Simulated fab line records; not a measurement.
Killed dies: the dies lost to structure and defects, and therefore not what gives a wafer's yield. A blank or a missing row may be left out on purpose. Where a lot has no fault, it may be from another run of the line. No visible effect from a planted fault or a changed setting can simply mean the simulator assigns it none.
fab line records + flow n5_finfet + part 2 of 2: steps 21 to 25 of 25
record:
- lots: 5
- wafers: 15
- last_day: 16
route steps=1938 shown BEOL_M1@769
lots untouched by any fault: they come from a run of this same line in which no faults occurred
start_h: start of the lot's first displayed wafer, in hours after the record's first day + wait_h: hours elapsed since this lot's preceding step + " same as the row above + L1.1+2: several wafers, shown together as one row + - no value present, or no start provided + * or withheld: withheld + < > ~ a bound
route shown NAME@n: names a module that has steps shown in the file, with the first one's number in the route + usual: mean and standard deviation over wafers with no fault + same: alike in all rows + chamber/n: place in a boat + sites: per-site readings + _std_site: standard deviation of those values + _edge_site: outer sites' mean less inner sites' + radius_mm: how far each site lies from the wafer's centre + mask NAME#n: copy n + behind: the most recent tool/chamber to have shaped the wafer + hold: cause of the lot's hold/its duration in hours/its outcome + device: the transistor (n, p or np) that didn't switch + end of line: tests run on the same wafers once the route is complete + a step given without rows: its recipe and nothing more + killed: dies that structure and defects cost at the first sort, which is not the same as the wafer's yield + map: per-die view of a wafer (x killed, . not killed, _ where there is no die)
set.NAME: setting as actually run; set.NAME@STEP: the setting as run at that earlier step + model.NAME: the simulator's own value behind a step, which no gauge read
a table for each step, a row for each wafer; lots at some steps of the route
services: a tool's chamber out of use, with start hour (start_h, from the record's first day; less than 0 if before it), hours out, and reason
== steps ==
step: N5_BEOL_M1_DESCUM_33
recipe:
- chemistry: O2
- time_s: 7
- source_power_w: 50
- bias_power_w: 20
- pressure_mtorr: 20
- rf_frequency_hz: 2.712e+07
- temp_c: 40
- resist: CAR-EUV
- o2_flow_sccm: 225
usual:
- bias_power_w: 20.00/0.057
- drypump_motor_current_A: 5.8/0.43
- oes_product_au: 0.77/0.078
- rf_vpp_V: 243.1/1.3
- showerhead_plenum_p_Torr: 2.09/0.068
- temp_c: 40.00/0.12
- throttle_valve_pct: 20.42/0.26
| lot.wafer | tool        | chamber | start_h | wait_h | bias_power_w | drypump_motor_current_A | oes_product_au | rf_hours_counter_h | rf_vpp_V | showerhead_plenum_p_Torr | temp_c | throttle_valve_pct |
|-----------|-------------|---------|---------|--------|--------------|-------------------------|----------------|--------------------|----------|--------------------------|--------|--------------------|
| L075.3    | rie_diel-06 | 3       | 128.06  | 0.0    | 19.96        | 5.5                     | 0.93           | 17                 | 244.7    | 2.13                     | 39.89  | 20.12              |
| L075.4    | "           | 2       | "       | "      | 19.98        | 5.2                     | 0.73           | 173                | 245.4    | 2.17                     | 40.16  | 20.61              |
| L075.5    | "           | 2       | "       | "      | 20.08        | 5.2                     | 0.74           | -                  | 243.4    | 2.17                     | 40.00  | 20.61              |
| L084.2    | rie_diel-01 | 3       | 182.43  | 0.0    | 19.87        | 5.9                     | 0.83           | 101                | 242.5    | 2.21                     | 39.98  | 20.46              |
| L084.4    | "           | 2       | "       | "      | 19.96        | 5.6                     | 0.73           | 180                | 244.7    | 2.06                     | 39.99  | 20.02              |
| L084.5    | "           | 0       | "       | "      | 19.98        | 5.3                     | 0.81           | -                  | 242.6    | 2.13                     | 39.96  | 20.78              |
| L089.1    | rie_diel-02 | 1       | 214.59  | 0.0    | 20.05        | 5.2                     | 0.75           | 172                | 241.0    | 2.01                     | 39.89  | 20.14              |
| L089.2    | "           | 0       | "       | "      | 20.00        | 5.9                     | 0.68           | 245                | 241.0    | 1.96                     | 40.19  | 20.85              |
| L089.5    | "           | 1       | "       | "      | 20.00        | 5.2                     | 0.75           | -                  | 241.6    | 2.01                     | 39.94  | 20.15              |
| L091.2    | rie_diel-01 | 0       | 222.61  | 0.0    | 20.08        | 5.4                     | 0.78           | 96                 | 243.8    | 2.13                     | 40.05  | 20.81              |
| L091.4    | "           | 3       | "       | "      | 19.98        | 5.9                     | 0.81           | 113                | 244.1    | 2.21                     | 40.03  | 20.49              |
| L091.5    | "           | 0       | "       | "      | 20.03        | 5.4                     | 0.79           | -                  | 245.1    | 2.13                     | 39.94  | 20.81              |
| L092.1    | rie_diel-02 | 3       | 231.17  | 0.0    | 19.99        | 6.4                     | 0.66           | 240                | 243.3    | 2.07                     | 40.01  | 20.57              |
| L092.3    | "           | 1       | "       | "      | 20.02        | 5.2                     | 0.75           | 177                | 241.8    | 2.00                     | 39.82  | 20.15              |
| L092.5    | "           | 2       | "       | "      | 20.03        | 5.8                     | 0.71           | -                  | 243.0    | 2.16                     | 40.07  | 20.61              |
step: N5_BEOL_M1_ETCH_77
recipe:
- chemistry: N2/H2
- target: underlayer
- target_depth_a: 65
- mask_material: CAR-EUV
- time_s: 5.2
- ion_energy_ev: 200
- pressure_mtorr: 30
- source_w: 840
- bias_w: 150
- n2_flow_sccm: 200
- h2_flow_sccm: 200
- ends: cleared
usual:
- drypump_motor_current_A: 5.8/0.43
- etch_rf_on_time_s: 5.20/0.13
- oes_product_au: 0.65/0.068
- rf_vpp_V: 523.7/2.5
- showerhead_plenum_p_Torr: 2.54/0.076
- throttle_valve_pct: 17.83/0.21
| lot.wafer | tool        | chamber | start_h | wait_h | drypump_motor_current_A | etch_rf_on_time_s | oes_product_au | rf_hours_counter_h | rf_vpp_V | showerhead_plenum_p_Torr | throttle_valve_pct |
|-----------|-------------|---------|---------|--------|-------------------------|-------------------|----------------|--------------------|----------|--------------------------|--------------------|
| L075.3    | rie_diel-06 | 3       | 128.09  | 0.0    | 5.5                     | 5.00              | 0.80           | 17                 | 524.2    | 2.58                     | 17.48              |
| L075.4    | "           | 2       | "       | "      | 5.2                     | 5.18              | 0.61           | 173                | 526.3    | 2.65                     | 18.13              |
| L075.5    | "           | 2       | "       | "      | 5.2                     | 5.15              | 0.62           | -                  | 526.5    | 2.65                     | 18.15              |
| L084.2    | rie_diel-01 | 3       | 182.46  | 0.0    | 5.9                     | 5.22              | 0.70           | 101                | 528.3    | 2.65                     | 17.59              |
| L084.4    | "           | 2       | "       | "      | 5.6                     | 5.23              | 0.62           | 180                | 524.2    | 2.54                     | 17.86              |
| L084.5    | "           | 0       | "       | "      | 5.4                     | 5.13              | 0.68           | -                  | 525.3    | 2.55                     | 17.93              |
| L089.1    | rie_diel-02 | 1       | 214.63  | 0.0    | 5.2                     | 5.26              | 0.63           | 172                | 519.5    | 2.44                     | 17.65              |
| L089.2    | "           | 0       | "       | "      | 5.9                     | 5.16              | 0.58           | 245                | 519.0    | 2.39                     | 18.25              |
| L089.5    | "           | 1       | "       | "      | 5.2                     | 5.27              | 0.62           | -                  | 520.3    | 2.44                     | 17.64              |
| L091.2    | rie_diel-01 | 0       | 222.64  | 0.0    | 5.3                     | 5.13              | 0.66           | 96                 | 523.0    | 2.55                     | 17.94              |
| L091.4    | "           | 3       | "       | "      | 5.9                     | 5.30              | 0.68           | 113                | 529.5    | 2.64                     | 17.61              |
| L091.5    | "           | 0       | "       | "      | 5.3                     | 5.14              | 0.67           | -                  | 527.7    | 2.55                     | 17.94              |
| L092.1    | rie_diel-02 | 3       | 231.20  | 0.0    | 6.4                     | 5.61              | 0.55           | 240                | 521.6    | 2.49                     | 17.89              |
| L092.3    | "           | 1       | "       | "      | 5.2                     | 5.23              | 0.63           | 177                | 519.5    | 2.44                     | 17.67              |
| L092.5    | "           | 2       | "       | "      | 5.8                     | 5.27              | 0.62           | -                  | 525.9    | 2.64                     | 18.08              |
step: N5_BEOL_M1_ETCH_69
recipe:
- chemistry: CF4
- target: SiARC
- target_depth_a: 156
- mask_material: CAR-EUV
- time_s: 26
- ion_energy_ev: 80
- pressure_mtorr: 40
- source_w: 545
- bias_w: 36
- Ar_flow_sccm: 100
- cf4_flow_sccm: 100
- ends: cleared
usual:
- drypump_motor_current_A: 5.8/0.43
- etch_rf_on_time_s: 26.0/0.55
- oes_product_au: 0.66/0.067
- rf_vpp_V: 184.1/1
- showerhead_plenum_p_Torr: 2.14/0.063
- throttle_valve_pct: 15.60/0.24
| lot.wafer | tool        | chamber | start_h | wait_h | drypump_motor_current_A | etch_rf_on_time_s | oes_product_au | rf_hours_counter_h | rf_vpp_V | showerhead_plenum_p_Torr | throttle_valve_pct |
|-----------|-------------|---------|---------|--------|-------------------------|-------------------|----------------|--------------------|----------|--------------------------|--------------------|
| L075.3    | rie_diel-06 | 3       | 128.11  | 0.0    | 5.5                     | 24.9              | 0.80           | 17                 | 183.4    | 2.18                     | 15.28              |
| L075.4    | "           | 2       | "       | "      | 5.2                     | 25.9              | 0.63           | 173                | 185.1    | 2.23                     | 15.87              |
| L075.5    | "           | 2       | "       | "      | 5.2                     | 25.8              | 0.63           | -                  | 185.6    | 2.23                     | 15.86              |
| L084.2    | rie_diel-01 | 3       | 182.48  | 0.0    | 5.9                     | 26.1              | 0.70           | 101                | 185.7    | 2.25                     | 15.52              |
| L084.4    | "           | 2       | "       | "      | 5.6                     | 26.1              | 0.61           | 180                | 184.5    | 2.14                     | 15.44              |
| L084.5    | "           | 0       | "       | "      | 5.4                     | 25.6              | 0.69           | -                  | 183.7    | 2.17                     | 15.85              |
| L089.1    | rie_diel-02 | 1       | 214.65  | 0.0    | 5.2                     | 25.9              | 0.63           | 172                | 183.0    | 2.05                     | 15.33              |
| L089.2    | "           | 0       | "       | "      | 5.9                     | 26.0              | 0.58           | 245                | 182.7    | 2.02                     | 16.16              |
| L089.5    | "           | 1       | "       | "      | 5.1                     | 26.0              | 0.64           | -                  | 182.3    | 2.05                     | 15.32              |
| L091.2    | rie_diel-01 | 0       | 222.66  | 0.0    | 5.4                     | 25.9              | 0.67           | 96                 | 184.1    | 2.16                     | 15.87              |
| L091.4    | "           | 3       | "       | "      | 5.9                     | 26.3              | 0.69           | 113                | 185.7    | 2.24                     | 15.55              |
| L091.5    | "           | 0       | "       | "      | 5.3                     | 25.7              | 0.67           | -                  | 184.5    | 2.16                     | 15.88              |
| L092.1    | rie_diel-02 | 3       | 231.22  | 0.0    | 6.4                     | 27.2              | 0.56           | 240                | 184.5    | 2.11                     | 15.76              |
| L092.3    | "           | 1       | "       | "      | 5.2                     | 25.9              | 0.64           | 177                | 184.0    | 2.04                     | 15.33              |
| L092.5    | "           | 2       | "       | "      | 5.8                     | 25.9              | 0.61           | -                  | 183.9    | 2.20                     | 15.77              |
step: N5_BEOL_M1_ALD_98
recipe:
- material: SiO2
- target_thk_a: 25
- temp_c: 100
- ald_precursor_family: BDEAS
- ald_co_reactant: O2-plasma
- pulse_time_s: 1
- co_reactant_pulse_time_s: 1
- purge_time_s: 2
- co_reactant_purge_time_s: 2
- ald_cycles: 17
- pressure_torr: 2
usual:
- heater_power_w: 81/9
- precursor_pulse_height_rel: 1.000/0.019
| lot.wafer | tool       | chamber | start_h | wait_h | heater_power_w | precursor_pulse_height_rel |
|-----------|------------|---------|---------|--------|----------------|----------------------------|
| L075.3    | ald_sin-03 | 1       | 128.21  | 0.1    | 90             | 1.011                      |
| L075.4    | "          | 3       | "       | "      | 79             | 0.986                      |
| L075.5    | "          | 2       | "       | "      | 89             | 0.994                      |
| L084.2    | ald_sin-02 | 0       | 182.85  | 0.3    | 74             | 0.984                      |
| L084.4    | "          | 3       | "       | "      | 85             | 1.004                      |
| L084.5    | "          | 1       | "       | "      | 67             | 1.011                      |
| L089.1    | ald_sin-02 | 2       | 214.73  | 0.1    | 77             | 1.029                      |
| L089.2    | "          | 0       | "       | "      | 74             | 0.998                      |
| L089.5    | "          | 1       | "       | "      | 67             | 0.992                      |
| L091.2    | ald_sin-04 | 0       | 222.81  | 0.1    | 69             | 1.019                      |
| L091.4    | "          | 3       | "       | "      | 98             | 0.984                      |
| L091.5    | "          | 1       | "       | "      | 92             | 1.009                      |
| L092.1    | ald_sin-04 | 1       | 231.75  | 0.5    | 92             | 0.988                      |
| L092.3    | "          | 2       | "       | "      | 85             | 1.015                      |
| L092.5    | "          | 2       | "       | "      | 88             | 0.995                      |
step: N5_BEOL_M1_ETCHBACK_99
recipe:
- chemistry: CHF3
- target: SiO2
- target_depth_a: 50
- time_s: 10.4
- source_w: 215
- bias_w: 47
- Ar_flow_sccm: 200
- CHF3_flow_sccm: 12
- ion_energy_ev: 100
- pressure_mtorr: 30
usual:
- drypump_motor_current_A: 5.7/0.41
- oes_product_au: 0.77/0.083
- rf_vpp_V: 239/3.4
- showerhead_plenum_p_Torr: 2.15/0.062
- throttle_valve_pct: 17.06/0.23
| lot.wafer | tool        | chamber | start_h | wait_h | drypump_motor_current_A | oes_product_au | rf_hours_counter_h | rf_vpp_V | showerhead_plenum_p_Torr | throttle_valve_pct |
|-----------|-------------|---------|---------|--------|-------------------------|----------------|--------------------|----------|--------------------------|--------------------|
| L075.3    | rie_diel-06 | 1       | 130.61  | 2.4    | 5.5                     | 0.68           | 223                | 243      | 2.13                     | 17.07              |
| L075.4    | "           | 0       | "       | "      | 5.9                     | 0.69           | 236                | 237      | 2.12                     | 17.13              |
| L075.5    | "           | 0       | "       | "      | 5.9                     | 0.69           | -                  | 237      | 2.12                     | 17.15              |
| L084.2    | rie_diel-01 | 0       | 193.84  | 10.9   | 5.4                     | 0.80           | 86                 | 242      | 2.17                     | 17.33              |
| L084.4    | "           | 3       | "       | "      | 5.9                     | 0.82           | 105                | 239      | 2.25                     | 16.93              |
| L084.5    | "           | 3       | "       | "      | 5.9                     | 0.83           | -                  | 237      | 2.25                     | 16.94              |
| L089.1    | rie_diel-02 | 0       | 215.74  | 1.0    | 5.9                     | 0.68           | 245                | 240      | 2.04                     | 17.70              |
| L089.2    | "           | 3       | "       | "      | 6.4                     | 0.65           | 235                | 233      | 2.12                     | 17.18              |
| L089.5    | "           | 2       | "       | "      | 5.8                     | 0.70           | -                  | 237      | 2.20                     | 17.13              |
| L091.2    | rie_diel-01 | 2       | 230.51  | 7.6    | 5.6                     | 0.71           | 195                | 239      | 2.15                     | 16.91              |
| L091.4    | "           | 1       | "       | "      | 6.4                     | 0.86           | 48                 | 243      | 2.11                     | 16.95              |
| L091.5    | "           | 3       | "       | "      | 5.9                     | 0.81           | -                  | 239      | 2.24                     | 16.93              |
| L092.1    | rie_diel-01 | 3       | 235.27  | 3.5    | 5.9                     | 0.81           | 117                | 239      | 2.24                     | 16.94              |
| L092.3    | "           | 1       | "       | "      | 6.4                     | 0.86           | 50                 | 244      | 2.11                     | 16.96              |
| L092.5    | "           | 1       | "       | "      | 6.4                     | 0.86           | -                  | 242      | 2.11                     | 16.96              |
== services ==
| tool           | chamber | start_h | hours | kind                          |
|----------------|---------|---------|-------|-------------------------------|
| euv_scanner-01 | -       | 105.96  | 0.6   | repair                        |
| rie_diel-01    | 1       | 107.72  | 3.6   | repair                        |
| euv_scanner-02 | -       | 123.30  | 23.0  | repair                        |
| euv_scanner-01 | -       | 123.63  | 2.7   | repair                        |
| ald_sin-03     | -       | 130.20  | 1.2   | repair                        |
| euv_scanner-02 | -       | 156.60  | 1.0   | pm                            |
| euv_scanner-01 | -       | 157.61  | 1.0   | pm                            |
| ald_sin-02     | 3       | 158.10  | 10.5  | repair                        |
| euv_scanner-01 | -       | 158.92  | 4.6   | pm                            |
| rie_diel-06    | 2       | 162.47  | 4.1   | repair                        |
| rie_diel-01    | -       | 165.45  | 15.6  | pm                            |
| ald_sin-03     | 1       | 166.43  | 8.9   | repair                        |
| ald_sin-02     | 2       | 171.21  | 14.8  | repair                        |
| rie_diel-06    | 0       | 175.79  | -     | clean                         |
| rie_diel-06    | 0       | 175.79  | -     | consumable_replace:focus_ring |
| rie_diel-06    | 0       | 175.79  | 25.3  | scheduled_down                |
| rie_diel-06    | 0       | 175.79  | 25.3  | vent_cycle                    |
| ald_sin-04     | -       | 176.75  | 14.0  | pm                            |
| euv_scanner-02 | -       | 183.91  | 1.4   | repair                        |
| euv_scanner-02 | -       | 190.51  | 1.0   | pm                            |
| euv_scanner-01 | -       | 201.91  | 1.0   | pm                            |
| rie_diel-06    | 1       | 206.38  | -     | clean                         |
| euv_scanner-01 | -       | 207.21  | 12.0  | pm                            |
| ald_sin-03     | 1       | 217.86  | 2.9   | repair                        |
